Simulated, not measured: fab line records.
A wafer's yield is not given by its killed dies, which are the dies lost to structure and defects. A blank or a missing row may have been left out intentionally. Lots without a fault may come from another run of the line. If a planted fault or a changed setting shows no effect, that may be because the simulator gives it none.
Chamber matching -- flow nand harc -- rie diel-05 running NHARC_A_M1_ETCH_35: 4 sister chambers
The step etches the open film in N2/H2, target depth 40 nm, overetch 12 nm, time 43.94 s. 8 wafers are shown with their chamber, then 7 later ones without.

WAFERS, EACH WITH ITS CHAMBER
wafer,chamber,drypump motor current A (A),oes product au (a.u.)
L075.3,2,5.5,0.993
L075.5,1,6.7,0.983
L078.5,1,6.6,0.981
L090.2,3,5.2,1.001
L090.5,3,5.2,1.001
L090.6,0,6.3,0.993
L091.1,2,5.5,1.003
L091.3,0,6.4,0.998

WAFERS WHOSE CHAMBER IS MISSING
wafer,drypump motor current A (A),oes product au (a.u.)
L091.6,6.7,0.980
L095.1,5.2,1.001
L095.3,6.3,0.993
L095.4,6.7,0.971
L096.2,6.4,1.009
L096.5,6.4,1.006
L096.6,6.6,0.987

CHAMBER TAKEN BY EACH
wafer,from the rows above,in truth
L091.6,1,1
L095.1,3,3
L095.3,0,0
L095.4,1,1
L096.2,0,0
L096.5,0,0
L096.6,1,1
Correct placement for 7 of the 7. Not placeable from these rows: 0. Placed wrongly: 0.
How it was worked out, from the rows above alone: a wafer's distance from a chamber is the root of the sum, over the readings, of the square of ((its reading less the chamber's mean) divided by the reading's scatter). If the next closest chamber is less than 2 further off than the closest, the wafer can't be placed; otherwise it belongs to the closest. Each chamber's mean is taken over the wafers shown for it. The scatter is the square root of a quotient: the sum, over the shown wafers, of each reading's squared deviation from its chamber's mean, divided by wafers minus chambers.
